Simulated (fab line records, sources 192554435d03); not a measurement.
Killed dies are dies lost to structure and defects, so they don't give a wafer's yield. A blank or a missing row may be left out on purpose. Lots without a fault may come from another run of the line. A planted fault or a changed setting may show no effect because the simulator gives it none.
Chamber matching | flow n5_finfet | N5_BEOL_M6_STRIP_19 on rie_diel-06: 4 sister chambers
The step strips in O2. 18 wafers are shown with their chamber, then 9 later ones without.

WAFERS WITH THEIR CHAMBER
wafer  | chamber | showerhead_plenum_p_Torr (Torr) | throttle_valve_pct (%) | drypump_motor_current_A (A)
L074.3 | 2       | 2.15                            | 16.46                  | 5.4
L074.5 | 3       | 2.03                            | 16.72                  | 5.5
L074.6 | 1       | 2.03                            | 16.16                  | 5.4
L078.1 | 0       | 2.02                            | 16.77                  | 6.5
L078.2 | 3       | 2.03                            | 16.72                  | 5.6
L078.3 | 2       | 2.15                            | 16.48                  | 5.3
L078.4 | 1       | 2.03                            | 16.15                  | 5.4
L078.5 | 1       | 2.03                            | 16.17                  | 5.5
L078.6 | 0       | 2.02                            | 16.75                  | 6.5
L080.2 | 0       | 2.02                            | 16.75                  | 6.5
L080.5 | 1       | 2.03                            | 16.14                  | 5.5
L080.6 | 2       | 2.15                            | 16.49                  | 5.4
L083.3 | 2       | 2.15                            | 16.50                  | 5.3
L083.5 | 3       | 2.03                            | 16.72                  | 5.5
L083.6 | 2       | 2.15                            | 16.49                  | 5.3
L088.1 | 3       | 2.02                            | 16.78                  | 5.5
L088.5 | 2       | 2.15                            | 16.49                  | 5.3
L088.6 | 1       | 2.02                            | 16.19                  | 5.5

SIGNATURES (means of the wafers above)
reading                  | chamber 0 | chamber 1 | chamber 2 | chamber 3 | scatter within a chamber
showerhead_plenum_p_Torr | 2.0200    | 2.0280    | 2.1500    | 2.0275    | 0.00333
throttle_valve_pct       | 16.7567   | 16.1620   | 16.4850   | 16.7350   | 0.0196
drypump_motor_current_A  | 6.500     | 5.460     | 5.333     | 5.525     | 0.0484
Rule: a wafer's distance from a chamber is the root of the sum, over the readings, of the square of ((its reading less the chamber's mean) divided by the reading's scatter). The wafer belongs to the nearest chamber; if the next one is less than 2 further off, it can't be placed. The scatter: the root of (the sum of the squares of (reading less its chamber's mean) over the shown wafers, divided by (wafers less chambers)).

WAFERS WITHOUT THEIR CHAMBER
wafer  | showerhead_plenum_p_Torr (Torr) | throttle_valve_pct (%) | drypump_motor_current_A (A)
L087.1 | 2.15                            | 16.52                  | 5.3
L087.3 | 2.02                            | 16.18                  | 5.5
L087.6 | 2.01                            | 16.81                  | 6.5
L094.1 | 2.02                            | 16.21                  | 5.5
L094.5 | 2.02                            | 16.80                  | 5.6
L094.6 | 2.01                            | 16.84                  | 6.5
L097.2 | 2.14                            | 16.54                  | 5.3
L097.3 | 2.02                            | 16.24                  | 5.4
L097.5 | 2.14                            | 16.56                  | 5.3

WHICH CHAMBER EACH WENT THROUGH
wafer  | from the rows above | in truth
L087.1 | 2                   | 2
L087.3 | 1                   | 1
L087.6 | 0                   | 0
L094.1 | 1                   | 1
L094.5 | 3                   | 3
L094.6 | 0                   | 0
L097.2 | 2                   | 2
L097.3 | 1                   | 1
L097.5 | 2                   | 2
Placed correctly: 9 of 9. Can't be placed from these rows: 0. Placed wrongly: 0.
